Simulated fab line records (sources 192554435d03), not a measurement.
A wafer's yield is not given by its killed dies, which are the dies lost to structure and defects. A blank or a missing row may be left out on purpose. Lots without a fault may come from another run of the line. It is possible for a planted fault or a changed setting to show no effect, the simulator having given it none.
fab line records ; flow n5-finfet ; part 2 of 2: steps 17 to 29 of 29
record: lots: 5; wafers: 15; last-day: 17
route steps=1938 shown MOL_CONTACT_COAG@572
lots that met no fault: taken from a fault-free run of the same line
start-h: hours from the record's opening day to when the first of the lot's shown wafers began ; wait-h: time in hours since the lot's previous step ; " same as the row above ; L1.1+2: a single row standing in for several wafers ; - either no value or no given start ; * or withheld: withheld ; < > ~ a bound
route shown NAME@n: NAME is a module with steps in the file, n the number in the route of the first one ; usual: average and standard deviation across the fault-free wafers ; same: alike in all rows ; chamber/n: place in a boat ; sites: each site's reading ; _std_site: the standard deviation of these ; _edge_site: mean of outer sites minus mean of inner sites ; radius-mm: for every site, how far away it sits from the centre of the wafer ; mask NAME#n: copy n ; behind: the last tool/chamber to shape the wafer ; hold: why the lot went on hold/how many hours it stayed there/how the hold came to an end ; device: which transistor (n, p or np) failed to switch ; end of line: the same wafers' tests at the end of the route ; where a step has no rows: the recipe by itself ; killed: dies that structure and defects cost at the first sort, which is not the same as the wafer's yield ; map: the dies of a wafer, with x for killed, . for not killed, _ for no die there
set.NAME: the run value of the setting; set.NAME@STEP: its run value at that earlier step ; model.NAME: the simulator's own value behind a step, which no gauge read
a table for each step, a row for each wafer; lots at some steps of the route
services: the hour from which a tool's chamber was out of use, counted from the record's first day as start-h (under 0 if before that day), plus the number of hours and why
== steps ==
step: N5_MOL_CONTACT_COAG_ETCH_47
recipe: chemistry: CH3F/O2; target: SiNx; target-depth-a: 270; mask-material: SiO2; stop-on: W; over-etch-frac: 0.2; ion-energy-ev: 120; endpoint: OES-CN; pressure-mtorr: 30; source-w: 395; bias-w: 73; Ar_flow_sccm: 150; CH3F_flow_sccm: 30; O2_flow_sccm: 20; ends: end-point
usual: drypump-motor-current-A: 5.9/0.4; etch-rf-on-time-s: 31.3/0.47; oes_f_703_au: 0.78/0.091; oes_o_777_au: 0.78/0.09; oes-product-au: 0.70/0.088; rf-vpp-V: 297/3.4; showerhead-plenum-p-Torr: 2.01/0.051; throttle-valve-pct: 16.40/0.18
lot.wafer;tool;chamber;start-h;wait-h;drypump-motor-current-A;etch-rf-on-time-s;oes_f_703_au;oes_o_777_au;oes-product-au;rf-hours-counter-h;rf-vpp-V;showerhead-plenum-p-Torr;throttle-valve-pct
L075.1;rie-diel-01;1;107.48;0.0;6.6;30.9;0.75;0.74;0.66;176;298;1.99;16.58
L075.2;rie-diel-01;0;107.48;0.0;6.5;30.6;0.92;0.92;0.84;7;303;2.13;16.32
L075.4;rie-diel-01;2;107.48;0.0;5.9;31.3;0.78;0.78;0.70;121;298;2.02;16.20
L084.2;rie-diel-04;3;161.27;0.0;6.0;31.9;0.70;0.70;0.61;248;294;1.97;16.48
L084.4;rie-diel-04;0;161.27;0.0;5.4;31.4;0.69;0.70;0.63;221;299;1.97;16.37
L084.6;rie-diel-04;3;161.27;0.0;6.1;31.9;0.69;0.70;0.62;-;293;1.97;16.48
L085.1;rie-diel-03;0;173.78;0.0;5.5;31.8;0.70;0.69;0.62;223;295;2.06;16.37
L085.3;rie-diel-03;3;173.78;0.0;6.1;31.9;0.70;0.69;0.62;233;301;1.96;16.43
L085.6;rie-diel-03;3;173.78;0.0;6.1;31.6;0.70;0.70;0.63;-;300;1.96;16.46
L087.1;rie-diel-01;3;185.81;0.0;6.1;30.9;0.84;0.84;0.76;56;295;2.03;16.38
L087.5;rie-diel-01;2;185.81;0.0;5.9;31.3;0.75;0.75;0.67;-;298;2.01;16.23
L087.6;rie-diel-01;3;185.81;0.0;6.1;30.8;0.85;0.85;0.75;-;296;2.03;16.41
L096.3;rie-diel-03;3;238.08;0.0;6.1;30.1;0.99;0.98;0.90;1;301;1.96;16.00
L096.4;rie-diel-03;2;238.08;0.0;5.8;31.7;0.68;0.69;0.62;206;296;1.97;16.54
L096.5;rie-diel-03;0;238.08;0.0;5.5;31.0;0.68;0.69;0.61;-;293;2.05;16.41
step: N5_MOL_CONTACT_COAG_STRIP_119
recipe: chemistry: N2/H2; time-s: 30; power-w: 1000; temp-c: 250; pressure-mtorr: withheld; n2-flow-sccm: 1750; h2-flow-sccm: 3250
usual: drypump-motor-current-A: 5.83/0.051; heater-power-w: 356/39
lot.wafer;tool;chamber;start-h;wait-h;drypump-motor-current-A;heater-power-w;rf-hours-counter-h
L075.1;plasma-asher-02;0;107.56;0.1;5.90;412;42
L075.2;plasma-asher-02;1;107.56;0.1;5.79;337;42
L075.4;plasma-asher-02;1;107.56;0.1;5.79;333;-
L084.2;plasma-asher-02;1;161.36;0.1;5.79;334;53
L084.4;plasma-asher-02;0;161.36;0.1;5.87;409;-
L084.6;plasma-asher-02;0;161.36;0.1;5.89;404;-
L085.1;plasma-asher-01;1;173.86;0.1;5.82;307;104
L085.3;plasma-asher-01;1;173.86;0.1;5.83;312;-
L085.6;plasma-asher-01;1;173.86;0.1;5.86;297;-
L087.1;plasma-asher-02;1;185.89;0.1;5.76;332;57
L087.5;plasma-asher-02;1;185.89;0.1;5.78;340;-
L087.6;plasma-asher-02;0;185.89;0.1;5.93;401;-
L096.3;plasma-asher-02;1;238.18;0.1;5.74;339;-
L096.4;plasma-asher-02;0;238.18;0.1;5.91;405;-
L096.5;plasma-asher-02;1;238.18;0.1;5.79;325;-
step: N5_MOL_CONTACT_COAG_PRECLEAN_144
recipe: chemistry: alkaline-clean; temp-c: 60; time-s: 60; do-ppb: 50
lot.wafer;tool;chamber;start-h;wait-h
L075.1+2+4;wet-bench-06;1,2,0;107.65;0.1
L084.2+4+6;wet-bench-04;2,4,7;161.44;0.1
L085.1+3+6;wet-bench-01;2,5,1;173.95;0.1
L087.1+5+6;wet-bench-01;0,4,3;185.98;0.1
L096.3+4+5;wet-bench-01;2,1,5;238.25;0.0
step: N5_MOL_CONTACT_COAG_SRD_145
recipe: dry: ipa-marangoni; time-s: 30; temp-c: 23; rinse-liquid: diw
lot.wafer;tool;chamber;start-h;wait-h
L075.1+2+4;wet-bench-06;1,2,0;107.67;0.0
L084.2+4+6;wet-bench-04;2,4,7;161.46;0.0
L085.1+3+6;wet-bench-01;2,5,1;173.99;0.0
L087.1+5+6;wet-bench-01;0,4,3;186.00;0.0
L096.3+4+5;wet-bench-01;2,1,5;238.29;0.0
step: N5_MOL_CONTACT_COAG_CD_MEAS_137
recipe: target-cd-nm: 16
usual: cd-nm: 15.94/0.25
lot.wafer;tool;chamber;start-h;wait-h;cd-nm
L075.1;cd-sem-03;-;107.71;0.0;15.84
L075.2;cd-sem-03;-;107.71;0.0;16.25
L075.4;cd-sem-03;-;107.71;0.0;15.86
L084.2;cd-sem-03;-;161.51;0.0;15.75
L084.4;cd-sem-03;-;161.51;0.0;15.64
L084.6;cd-sem-03;-;161.51;0.0;15.90
L085.1;cd-sem-03;-;174.04;0.0;15.76
L085.3;cd-sem-03;-;174.04;0.0;15.72
L085.6;cd-sem-03;-;174.04;0.0;15.88
L087.1;cd-sem-01;-;186.05;0.0;15.73
L087.5;cd-sem-01;-;186.05;0.0;16.52
L087.6;cd-sem-01;-;186.05;0.0;16.17
L096.3;cd-sem-01;-;238.35;0.0;15.84
L096.4;cd-sem-01;-;238.35;0.0;15.68
L096.5;cd-sem-01;-;238.35;0.0;15.92
step: N5_MOL_CONTACT_COAG_COAT_62
recipe: resist: SOC; temp-c: 250; time-s: 60; spin-rpm: 1500; resist-thk-nm: 60
lot.wafer;tool;chamber;start-h;wait-h
L075.1+2+4;litho-track-05;0;107.75;0.0
L084.2+4+6;litho-track-03;0;161.54;0.0
L085.1+3+6;litho-track-03;0;174.08;0.0
L087.1+5+6;litho-track-03;0;188.38;2.3
L096.3+4+5;litho-track-03;0;238.38;0.0
step: N5_MOL_CONTACT_COAG_COAT_63
recipe: resist: SiARC; temp-c: 220; time-s: 60; spin-rpm: 1500; resist-thk-nm: 10
lot.wafer;tool;chamber;start-h;wait-h
L075.1+2+4;litho-track-05;0;-;-
L084.2+4+6;litho-track-03;0;-;-
L085.1+3+6;litho-track-03;0;-;-
L087.1+5+6;litho-track-03;0;-;-
L096.3+4+5;litho-track-03;0;-;-
step: N5_MOL_CONTACT_COAG_COAT_64
recipe: resist: underlayer; temp-c: 205; time-s: 60; spin-rpm: 1500; resist-thk-nm: 10
lot.wafer;tool;chamber;start-h;wait-h
L075.1+2+4;litho-track-05;0;-;-
L084.2+4+6;litho-track-03;0;-;-
L085.1+3+6;litho-track-03;0;-;-
L087.1+5+6;litho-track-03;0;-;-
L096.3+4+5;litho-track-03;0;-;-
step: N5_MOL_CONTACT_COAG_COAT_34
recipe: resist: CAR-EUV; spin-rpm: 1500; resist-thk-nm: 40
lot.wafer;tool;chamber;start-h;wait-h
L075.1+2+4;litho-track-05;0;-;-
L084.2+4+6;litho-track-03;0;-;-
L085.1+3+6;litho-track-03;0;-;-
L087.1+5+6;litho-track-03;0;-;-
L096.3+4+5;litho-track-03;0;-;-
step: N5_MOL_CONTACT_COAG_EBR_36
recipe: solvent: PGMEA; ebr-width-mm: 1.5
lot.wafer;tool;chamber;start-h;wait-h
L075.1+2+4;litho-track-05;0;-;-
L084.2+4+6;litho-track-03;0;-;-
L085.1+3+6;litho-track-03;0;-;-
L087.1+5+6;litho-track-03;0;-;-
L096.3+4+5;litho-track-03;0;-;-
step: N5_MOL_CONTACT_COAG_SOFTBAKE_35
recipe: temp-c: 110; time-s: 60; resist: CAR-EUV
lot.wafer;tool;chamber;start-h;wait-h
L075.1+2+4;litho-track-05;0;-;-
L084.2+4+6;litho-track-03;0;-;-
L085.1+3+6;litho-track-03;0;-;-
L087.1+5+6;litho-track-03;0;-;-
L096.3+4+5;litho-track-03;0;-;-
step: N5_MOL_CONTACT_COAG_EXPOSE_37
recipe: mask-id: VD; na: 0.33; source-shape: annular; sigma-inner: 0.3; sigma-outer: 0.7; polarization: unpolarized; defocus-nm: 0; dose-mj: 62
usual: reticle-temp-C: 23.01/0.092
same: na: 0.33
lot.wafer;tool;chamber;start-h;wait-h;mask;reticle-temp-C
L075.1;euv-scanner-02;0;107.88;-;VD#0;22.96
L075.2;euv-scanner-02;0;107.88;-;VD#0;22.93
L075.4;euv-scanner-02;0;107.88;-;VD#0;22.85
L084.2;euv-scanner-02;0;161.81;-;VD#0;22.94
L084.4;euv-scanner-02;0;161.81;-;VD#0;22.86
L084.6;euv-scanner-02;0;161.81;-;VD#0;22.93
L085.1;euv-scanner-02;0;174.35;-;VD#0;23.01
L085.3;euv-scanner-02;0;174.35;-;VD#0;23.06
L085.6;euv-scanner-02;0;174.35;-;VD#0;23.15
L087.1;euv-scanner-01;0;188.82;-;VD#0;22.90
L087.5;euv-scanner-01;0;188.82;-;VD#0;22.87
L087.6;euv-scanner-01;0;188.82;-;VD#0;23.09
L096.3;euv-scanner-01;0;238.54;-;VD#0;22.78
L096.4;euv-scanner-01;0;238.54;-;VD#0;23.13
L096.5;euv-scanner-01;0;238.54;-;VD#0;22.87
step: N5_MOL_CONTACT_COAG_PEB_38
recipe: peb-temp-c: 100; peb-time-s: 60; resist: CAR-EUV
lot.wafer;tool;chamber;start-h;wait-h
L075.1+2+4;litho-track-03;0;107.96;0.1
L084.2+4+6;litho-track-05;0;161.88;0.1
L085.1+3+6;litho-track-03;0;174.42;0.1
L087.1+5+6;litho-track-03;0;188.90;0.1
L096.3+4+5;litho-track-01;0;238.60;0.1
== services ==
tool;chamber;start-h;hours;kind
euv-scanner-01;-;82.81;1.0;pm
ald-sin-04;-;85.12;6.0;pm
wet-bench-01;-;86.46;1.7;repair
rie-diel-03;3;90.78;8.7;repair
euv-scanner-01;-;93.59;4.6;pm
euv-scanner-02;-;100.52;1.0;pm
ald-sin-04;2;114.10;2.2;repair
rie-diel-03;2;120.65;6.2;repair
rie-diel-01;1;121.10;5.2;repair
euv-scanner-01;-;123.21;0.5;repair
euv-scanner-02;-;133.33;5.8;pm
ald-sin-04;-;136.39;2.8;pm
euv-scanner-01;-;139.11;1.0;pm
rie-diel-03;0;155.80;6.7;repair
euv-scanner-02;-;156.67;1.0;pm
ald-sin-01;-;159.36;2.8;pm
ald-sin-01;-;163.98;6.0;pm
euv-scanner-01;-;165.30;17.3;pm
ald-sin-04;-;177.00;14.0;pm
euv-scanner-01;-;182.60;5.8;pm
euv-scanner-02;-;185.16;12.4;repair
euv-scanner-02;-;212.82;1.0;pm
euv-scanner-02;-;222.28;11.9;repair
rie-diel-01;1;228.63;16.2;repair
